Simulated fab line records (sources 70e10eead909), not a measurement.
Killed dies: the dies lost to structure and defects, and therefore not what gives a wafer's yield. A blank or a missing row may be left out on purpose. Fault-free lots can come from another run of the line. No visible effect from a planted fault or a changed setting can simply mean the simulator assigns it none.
Which tool is to blame?	flow nandHarc	39 wafers from 13 lots sampled at 5 of the route's 1302 steps

== WHAT EACH GAUGE READ, for each wafer ==
NHARC_A_ZERO_WELL_INSPECT_17.
lot	measured	on	rawDefectCount
L217	day 7 04:05	defectInspect-02	8 10 17
L219	day 7 19:45	defectInspect-02	10 11 24
L218	day 7 20:31	defectInspect-02	9 12 11
L220	day 8 06:14	defectInspect-02	30 17 15
L221	day 8 10:58	defectInspect-02	12 15 22
L222	day 9 03:17	defectInspect-01	5 26 10
L223	day 9 07:37	defectInspect-02	16 20 14
L227	day 10 21:13	defectInspect-02	3 6 7
L228	day 11 05:11	defectInspect-01	486 460 501 479 478 505
L230	day 12 03:11	defectInspect-01	483 507 478 481 496 476
L238	day 15 12:18	defectInspect-02	11 4 6
L239	day 16 00:50	defectInspect-02	16 9 13
L240	day 16 08:27	defectInspect-02	19 6 3

== TOOL THAT RAN EACH LOT (tool first, then ch and the chambers of the sampled wafers, then the start) ==
lot	NHARC_P_BONDPAD_DEGAS_25	NHARC_P_BONDPAD_PRE_CLEAN_26	NHARC_A_ZERO_WELL_ETCH_13	NHARC_A_ZERO_WELL_PRECLEAN_22
L217	pvdSputter-02, day 6 23:41	pvdSputter-02, day 7 02:59 or earlier	rieSi-04 ch 0,1,3, day 7 02:59	wetBench-05 ch 0,1,6, day 7 03:46
L219	pvdSputter-01, day 7 15:22	pvdSputter-01, day 7 18:38 or earlier	rieSi-04 ch 1,2, day 7 18:38	wetBench-04 ch 2,4,6, day 7 19:26
L218	pvdSputter-02, day 7 16:07	pvdSputter-02, day 7 19:25 or earlier	rieSi-05 ch 2,3, day 7 19:25	wetBench-06 ch 2,3,4, day 7 20:11
L220	pvdSputter-02, day 8 01:50	pvdSputter-02, day 8 05:09 or earlier	rieSi-05 ch 0,1, day 8 05:09	wetBench-06 ch 2,4,5, day 8 05:54
L221	pvdSputter-02, day 8 06:35	pvdSputter-02, day 8 09:53 or earlier	rieSi-04 ch 0,1,2, day 8 09:53	wetBench-05 ch 3,6,7, day 8 10:38
L222	pvdSputter-03, day 8 22:41	pvdSputter-03, day 9 02:09 or earlier	rieSi-03 ch 0,1,2, day 9 02:09	wetBench-04 ch 4,5,6, day 9 02:56
L223	pvdSputter-03, day 9 03:16	pvdSputter-03, day 9 06:32 or earlier	rieSi-03 ch 0,1,2, day 9 06:32	wetBench-05 ch 3,4,5, day 9 07:17
L227	pvdSputter-03, day 10 16:50	pvdSputter-03, day 10 20:06 or earlier	rieSi-03 ch 0,3, day 10 20:06	wetBench-06 ch 0,1,6, day 10 20:53
L228	pvdSputter-01, day 11 00:56	pvdSputter-01, day 11 04:05 or earlier	rieSi-05 ch 1,3, day 11 04:05	wetBench-06 ch 1,2,6, day 11 04:52
L230	pvdSputter-02, day 11 22:30	pvdSputter-02, day 12 02:05 or earlier	rieSi-04 ch 0,1,3, day 12 02:05	wetBench-06 ch 2,3,4, day 12 02:52
L238	pvdSputter-03, day 15 07:55	pvdSputter-03, day 15 11:13 or earlier	rieSi-03 ch 0,1, day 15 11:13	wetBench-04 ch 0,2,3, day 15 11:58
L239	pvdSputter-01, day 15 20:28	pvdSputter-01, day 15 23:45 or earlier	rieSi-04 ch 2,3, day 15 23:45	wetBench-04 ch 2,6,7, day 16 00:31
L240	pvdSputter-01, day 16 04:03	pvdSputter-01, day 16 07:21 or earlier	rieSi-03 ch 0,2,3, day 16 07:21	wetBench-04 ch 1,6,7, day 16 08:08
- NHARC_P_BONDPAD_DEGAS_25: time 60 s.
- NHARC_P_BONDPAD_PRE_CLEAN_26: time 30 s.
- NHARC_A_ZERO_WELL_ETCH_13: etches the open film in HBr/Cl2, target depth 120 nm, time 40.1 s.
- NHARC_A_ZERO_WELL_PRECLEAN_22: cleans in SC1, time 60 s.

== WHAT THE TOOLS THEMSELVES READ (means of the sampled wafers that have a number; where no wafer has one, the mark that the record gives instead) ==
NHARC_P_BONDPAD_DEGAS_25.
lot	tool	heaterPowerW (W)
L217	pvdSputter-02	453
L219	pvdSputter-01	436
L218	pvdSputter-02	495
L220	pvdSputter-02	458
L221	pvdSputter-02	495
L222	pvdSputter-03	483
L223	pvdSputter-03	456
L227	pvdSputter-03	465
L228	pvdSputter-01	430
L230	pvdSputter-02	463
L238	pvdSputter-03	446
L239	pvdSputter-01	472
L240	pvdSputter-01	437

NHARC_P_BONDPAD_PRE_CLEAN_26.
lot	tool	heaterPowerW (W)
L217	pvdSputter-02	406
L219	pvdSputter-01	406
L218	pvdSputter-02	371
L220	pvdSputter-02	407
L221	pvdSputter-02	404
L222	pvdSputter-03	429
L223	pvdSputter-03	419
L227	pvdSputter-03	419
L228	pvdSputter-01	380
L230	pvdSputter-02	399
L238	pvdSputter-03	430
L239	pvdSputter-01	376
L240	pvdSputter-01	400

NHARC_A_ZERO_WELL_ETCH_13.
lot	tool	drypumpMotorCurrentA (A)	heBacksideLeakSccm (sccm)	mfcCl2Sccm (sccm)	oesProductAu (a.u.)	throttleValvePct (%)
L217	rieSi-04	5.82	2.8	50.14	0.997	26.404
L219	rieSi-04	6.01	2.4	50.12	1.000	26.410
L218	rieSi-05	5.59	3.1	49.87	1.003	26.401
L220	rieSi-05	5.46	2.4	49.84	1.006	26.411
L221	rieSi-04	5.99	2.6	49.85	1.006	26.397
L222	rieSi-03	5.61	2.9	50.09	0.996	26.400
L223	rieSi-03	5.59	2.8	49.98	0.999	26.408
L227	rieSi-03	5.72	2.8	50.00	1.006	26.400
L228	rieSi-05	5.71	2.4	50.09	0.999	26.415
L230	rieSi-04	5.85	3.0	50.05	1.005	26.403
L238	rieSi-03	5.64	2.9	49.99	0.986	26.396
L239	rieSi-04	5.80	2.9	50.02	1.000	26.404
L240	rieSi-03	5.66	2.8	49.92	1.006	26.408

== THE ANSWER, worked out from the rows above alone ==
Rule: the lots themselves supply what counts as usual. Put in order of their means at a reading, lots are off if they are a third of the lots or fewer, leave a main group of 4 or more, and stand apart from it by a gap of 3 or more times the standard deviation of the main group's means; of several such gaps the widest counts. The tables above print the reading to a certain number of digits; a main group whose means all agree to those digits is not used. A lot without any number at a reading at which 4 lots or more have one is off too. The other lots that the step has rows for count as sound. First the gauges in route order, then the tools' own readings, where a lot's mean is used as printed above. At the first step where some lot is off, the reading lying furthest off is the one used; lots without a number count as furthest.
Off: L228, L230, at NHARC_A_ZERO_WELL_INSPECT_17 (rawDefectCount). The main group has a mean of 13 with a standard deviation of 4.3.
A tool fits if, at a process step before that reading, it ran every lot that is off, and no sound lot after the first of them. Gauges at NHARC_A_ZERO_WELL_INSPECT_17: tried the same way as those tools. NHARC_P_BONDPAD_PRE_CLEAN_26 gives no start for some lots, so the hours and the order of its lots are those of NHARC_A_ZERO_WELL_ETCH_13. This does not decide it: 2 tools fit, namely wetBench-06 at NHARC_A_ZERO_WELL_PRECLEAN_22 and defectInspect-01 at NHARC_A_ZERO_WELL_INSPECT_17.

== WHAT THE SIMULATOR HAD PUT IN ==
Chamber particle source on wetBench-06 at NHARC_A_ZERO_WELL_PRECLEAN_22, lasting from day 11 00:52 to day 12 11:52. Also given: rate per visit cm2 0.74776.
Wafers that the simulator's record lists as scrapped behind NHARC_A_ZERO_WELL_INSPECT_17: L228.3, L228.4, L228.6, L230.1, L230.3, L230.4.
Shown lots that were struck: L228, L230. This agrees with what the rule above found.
